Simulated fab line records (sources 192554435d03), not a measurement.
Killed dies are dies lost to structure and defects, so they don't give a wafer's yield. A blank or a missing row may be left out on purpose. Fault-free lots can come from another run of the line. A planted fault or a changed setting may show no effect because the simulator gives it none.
fab line records    flow n5Finfet
record: lots: 11  wafers: 31  lastDay: 19
route steps=1938 shown BEOL_M5@1176
lots with no fault: from the same line, run without faults
startH: the number of hours between the record's first day and the start of the first shown wafer of the lot    waitH: how many hours have passed since the lot's step before this one    " identical to the entry in the row above    L1.1+2: a single row standing in for several wafers    - no value, or no start given    * or withheld: withheld    < > ~ a bound
route shown NAME@n: names a module that has steps shown in the file, with the first one's number in the route    usual: mean/standard deviation taken from wafers without a fault    same: alike in all rows    chamber/n: place in a boat    sites: the reading at each site    _std_site: the values' standard deviation    _edge_site: outer sites' mean less inner sites'    radiusMm: how far each site lies from the wafer's centre    mask NAME#n: copy n    behind: the tool/chamber that last shaped the wafer    hold: why the lot went on hold/how many hours it stayed there/how the hold came to an end    device: names the non-switching transistor (n, p or np)    end of line: at the end of the route, the tests of the same wafers    a step given without rows: its recipe and nothing more    killed: not the wafer's yield, but the dies lost to structure and defects at the first sort    map: shows each die of a wafer: x if killed, . if not, _ if none is there
set.NAME: the setting the step ran with; set.NAME@STEP: the setting that earlier step ran with    model.NAME: the simulator's own value behind a step, which no gauge read
steps of the route over a sample of lots; a table a step, a row a wafer
services: from which hour (startH, from the record's first day; less than 0 if before it) a tool's chamber was out of use, for how many hours, and why
== steps ==
step: N5_BEOL_M5_ANNEAL_49
recipe: tempC: 400  timeS: 1800  ambient: vacuum
usual: heaterPowerW: 814/74  susceptorTempC: 400.00/0.23
lot.wafer  tool           chamber  startH  waitH  heaterPowerW  susceptorTempC
L981.1     pvdSputter-02  -        188.80  0.0    892           399.89
L981.2     "              -        "       "      981           400.27
L981.3     "              -        "       "      813           400.06
L983.1     pvdSputter-01  -        198.76  0.0    777           400.61
L983.5     "              -        "       "      729           400.09
L983.6     "              -        "       "      783           400.29
L986.3     pvdSputter-01  -        216.04  0.0    896           399.83
L986.4     "              -        "       "      793           400.15
L986.6     "              -        "       "      800           400.16
L984.2     pvdSputter-03  -        217.85  0.0    802           400.05
L984.3     "              -        "       "      756           400.23
L984.6     "              -        "       "      757           400.20
L985.2     pvdSputter-01  -        220.75  0.0    782           399.62
L985.5     "              -        "       "      792           399.53
L985.6     "              -        "       "      907           399.80
L990.3     pvdSputter-03  -        277.48  0.0    879           400.18
L990.5     "              -        "       "      833           399.70
L995.2     pvdSputter-02  -        281.31  0.0    970           399.80
L995.5     "              -        "       "      802           400.32
L997.1     pvdSputter-03  -        288.73  0.0    806           400.02
L997.4     "              -        "       "      744           400.39
L997.5     "              -        "       "      723           400.23
L999.1     pvdSputter-01  -        308.99  0.0    892           400.29
L999.3     "              -        "       "      738           399.94
L999.5     "              -        "       "      918           400.18
L103.1     pvdSputter-01  -        340.69  0.0    793           399.67
L103.2     "              -        "       "      780           400.09
L103.3     "              -        "       "      909           400.18
L104.2     pvdSputter-01  -        345.64  0.0    799           400.01
L104.4     "              -        "       "      726           399.54
L104.6     "              -        "       "      904           399.92
step: N5_BEOL_M5_ECD_50
recipe: material: Cu  targetThkA: 3000
lot.wafer   tool      chamber  startH  waitH
L981.1+2+3  ecdCu-02  1,0,1    193.18  0.1
L983.1+5+6  ecdCu-02  0,1,0    203.15  0.1
L986.3+4+6  ecdCu-02  0,1,0    220.44  0.1
L984.2+3+6  ecdCu-01  0,0,1    222.23  0.1
L985.2+5+6  ecdCu-01  1,0,1    228.68  0.1
L990.3+5    ecdCu-02  1        281.88  0.1
L995.2+5    ecdCu-02  0,1      285.69  0.1
L997.1+4+5  ecdCu-01  0,1,0    293.11  0.1
L999.1+3+5  ecdCu-01  0,1,1    313.37  0.1
L103.1+2+3  ecdCu-01  1,0,1    345.08  0.1
L104.2+4+6  ecdCu-01  1,0,1    350.02  0.1
step: N5_BEOL_M5_CMP_52
recipe: stopOn: SiCOH_lowk  tOverpolishS: 6.9  downForcePsi: 1  platenRpm: 50  clearingPlatenDownForcePsi: 1.5  clearingPlatenRpm: 50  postCmpClean: cuAlkaline  targetThkNm: 62  clearingPlatenPadVelocityMS: 0.99484  padVelocityMS: 0.99484
usual: headPressurePsi: 1.0002/0.0019  motorCurrentA: 6.1/0.41  platenRpm: 50.00/0.036  timeToEndpointS: 62.3/2.3
lot.wafer  tool    chamber  startH  waitH  headPressurePsi  motorCurrentA  platenRpm  timeToEndpointS
L981.1     cmp-03  0        193.56  0.3    0.9988           6.5            49.95      64.8
L981.3     "       1        "       "      0.9985           6.0            49.99      59.4
L981.2     "       3        "       "      1.0012           5.6            50.00      59.6
L983.1     cmp-03  3        203.62  0.3    0.9998           5.9            50.00      65.6
L983.5     "       3        "       "      0.9991           5.9            50.03      64.1
L983.6     "       0        "       "      1.0013           6.3            49.96      61.2
L986.4     cmp-02  0        220.84  0.2    0.9987           5.7            50.02      66.6
L986.3     "       2        "       "      0.9970           6.5            50.01      63.6
L986.6     "       0        "       "      1.0040           6.0            49.97      64.1
L984.3     cmp-03  1        222.69  0.2    1.0011           6.3            50.00      60.4
L984.2     "       2        "       "      0.9980           6.3            50.01      62.0
L984.6     "       0        "       "      1.0017           6.1            49.98      62.2
L985.2     cmp-04  2        229.10  0.2    0.9963           6.7            50.10      63.1
L985.5     "       1        "       "      1.0022           6.1            50.01      64.7
L985.6     "       2        "       "      0.9972           6.8            49.97      65.7
L990.3     cmp-02  3        282.36  0.3    1.0007           6.1            50.05      87.7
L990.5     "       0        "       "      1.0005           5.7            49.95      84.5
L995.2     cmp-02  0        286.15  0.3    1.0009           5.8            50.00      62.9
L995.5     "       2        "       "      1.0025           5.8            49.94      87.0
L997.4     cmp-03  0        293.53  0.2    0.9960           6.5            50.00      60.2
L997.1     "       2        "       "      1.0019           6.5            49.97      63.3
L997.5     "       0        "       "      0.9987           6.6            50.02      60.2
L999.1     cmp-04  0        313.80  0.3    1.0008           5.7            50.05      64.6
L999.3     "       2        "       "      0.9968           6.9            50.00      60.5
L999.5     "       3        "       "      0.9983           6.1            50.03      59.4
L103.1     cmp-03  1        345.90  0.5    0.9999           6.0            50.00      63.1
L103.3     "       2        "       "      0.9994           6.4            50.01      60.9
L103.2     "       3        "       "      1.0014           5.8            50.02      60.7
L104.2     cmp-02  0        350.71  0.4    1.0029           5.8            50.07      61.6
L104.4     "       1        "       "      1.0002           5.4            49.98      63.5
L104.6     "       0        "       "      1.0034           5.7            50.00      63.3
step: N5_BEOL_M5_PRE_CLEAN_77
recipe: gas: NH3/H2  timeS: 15  tempC: *  rfPowerW: 300
usual: heaterPowerW: 87/23  susceptorTempC: *
lot.wafer  tool      chamber  startH  waitH  heaterPowerW  sinceWetCleanH  susceptorTempC
L981.1     cvdCo-02  1        193.90  0.0    98            57              *
L981.2     "         2        "       "      56            495             *
L981.3     "         0        "       "      88            954             *
L983.1     cvdCo-02  0        203.95  0.0    87            964             *
L983.5     "         2        "       "      57            -               *
L983.6     "         0        "       "      86            -               *
L986.3     cvdCo-01  2        221.14  0.0    125           303             *
L986.4     "         0        "       "      62            -               *
L986.6     "         2        "       "      127           -               *
L984.2     cvdCo-02  1        222.95  0.0    97            86              *
L984.3     "         2        "       "      55            524             *
L984.6     "         1        "       "      97            -               *
L985.2     cvdCo-02  0        229.39  0.0    89            989             *
L985.5     "         2        "       "      55            -               *
L985.6     "         1        "       "      98            -               *
L990.3     cvdCo-02  2        282.57  0.0    55            583             *
L990.5     "         2        "       "      56            -               *
L995.2     cvdCo-01  1        286.41  0.0    94            1265            *
L995.5     "         1        "       "      95            -               *
L997.1     cvdCo-02  2        293.83  0.0    58            595             *
L997.4     "         0        "       "      90            -               *
L997.5     "         2        "       "      58            -               *
L999.1     cvdCo-01  2        314.09  0.0    127           396             *
L999.3     "         1        "       "      94            1293            *
L999.5     "         0        "       "      62            -               *
L103.1     cvdCo-02  1        346.19  0.0    99            210             *
L103.2     "         2        "       "      57            647             *
L103.3     "         0        "       "      90            1106            *
L104.2     cvdCo-02  2        351.05  0.1    57            652             *
L104.4     "         0        "       "      88            -               *
L104.6     "         2        "       "      57            -               *
step: N5_BEOL_M5_CO_CAP_78
recipe: material: Co  targetThkA: 20  tempC: 200  precursor: CCTBA/H2  pressureTorr: 30  timeS: 102.1
usual: chamberPressureTorr: 30.01/0.063  heaterPowerW: 238/29  susceptorTempC: 200.00/0.16
lot.wafer  tool      chamber  startH  waitH  chamberPressureTorr  heaterPowerW  sinceWetCleanH  susceptorTempC
L981.1     cvdCo-02  1        193.94  0.0    29.97                247           57              200.05
L981.2     "         2        "       "      29.92                203           495             199.67
L981.3     "         0        "       "      29.93                239           954             199.90
L983.1     cvdCo-02  0        203.99  0.0    29.95                239           964             199.98
L983.5     "         2        "       "      29.90                197           -               199.97
L983.6     "         0        "       "      30.02                237           -               200.04
L986.3     cvdCo-01  2        221.18  0.0    30.00                287           303             200.10
L986.4     "         0        "       "      29.97                208           -               200.16
L986.6     "         2        "       "      30.02                288           -               199.90
L984.2     cvdCo-02  1        222.99  0.0    30.01                255           86              199.73
L984.3     "         2        "       "      30.08                200           524             200.33
L984.6     "         1        "       "      30.02                250           -               199.96
L985.2     cvdCo-02  0        229.43  0.0    30.08                241           989             200.15
L985.5     "         2        "       "      29.89                195           -               200.28
L985.6     "         1        "       "      29.96                255           -               199.69
L990.3     cvdCo-02  2        282.61  0.0    29.94                197           583             199.93
L990.5     "         2        "       "      29.96                199           -               200.29
L995.2     cvdCo-01  1        286.45  0.0    30.01                248           1265            199.85
L995.5     "         1        "       "      30.03                252           -               199.90
L997.1     cvdCo-02  2        293.87  0.0    30.01                197           595             200.03
L997.4     "         0        "       "      29.96                244           -               200.27
L997.5     "         2        "       "      30.04                201           -               199.96
L999.1     cvdCo-01  2        314.13  0.0    30.14                286           396             200.02
L999.3     "         1        "       "      30.04                252           1293            200.04
L999.5     "         0        "       "      29.96                207           -               199.81
L103.1     cvdCo-02  1        346.23  0.0    30.13                250           210             199.62
L103.2     "         2        "       "      30.12                206           647             200.12
L103.3     "         0        "       "      29.96                240           1106            199.93
L104.2     cvdCo-02  2        351.09  0.0    29.98                202           652             200.02
L104.4     "         0        "       "      30.05                241           -               200.14
L104.6     "         2        "       "      30.08                203           -               199.75
== services ==
tool           chamber  startH  hours  kind
cmp-02         -        182.65  1.8    repair
pvdSputter-03  -        186.76  4.3    repair
cvdCo-02       -        191.85  0.4    repair
cmp-04         -        192.98  3.4    pm
cmp-02         -        197.24  7.9    pm
cmp-03         -        209.79  0.4    repair
cvdCo-01       -        214.39  6.0    pm
cvdCo-01       -        221.28  1.4    repair
cmp-02         -        227.28  4.0    pm
cmp-02         -        231.28  -      consumableReplace:conditioner
cmp-02         -        231.28  -      consumableReplace:pad
cmp-02         -        248.20  7.1    repair
cmp-04         -        255.24  0.7    repair
ecdCu-01       -        255.77  4.6    repair
cmp-02         -        278.99  1.1    repair
cvdCo-02       -        288.86  4.3    pm
cmp-02         -        289.69  5.1    repair
cmp-03         -        297.74  5.6    repair
cmp-04         -        306.38  0.4    repair
cmp-04         -        314.71  4.0    pm
cvdCo-01       1        333.33  -      clean
cvdCo-01       1        333.33  22.0   scheduledDown
cvdCo-01       1        333.33  22.0   ventCycle
cmp-02         -        336.76  0.9    repair
== key ==
firstSign: step: N5_BEOL_M5_CMP_52  reading: timeToEndpointS  direction: up  sigmas: 10  usual: *  struck: *
effect none on later readings
metAt N5_BEOL_M5_ECD_50
struckLots L990,L995
struckWafers L990.3,L990.5,L995.5
notActingAt N5_BEOL_M5_ANNEAL_49,N5_BEOL_M5_PRE_CLEAN_77,N5_BEOL_M5_CO_CAP_78
onsetBetween 220.44 281.88
fault: kind: processParameterDrift  tool: ecdCu-02  chamber: -  onsetH: 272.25  steps: N5_BEOL_M5_ECD_50  channel: targetThkA  offset: *  shape: step  endH: 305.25  scope: struckWafersOnly  actsIn: *  stated: *
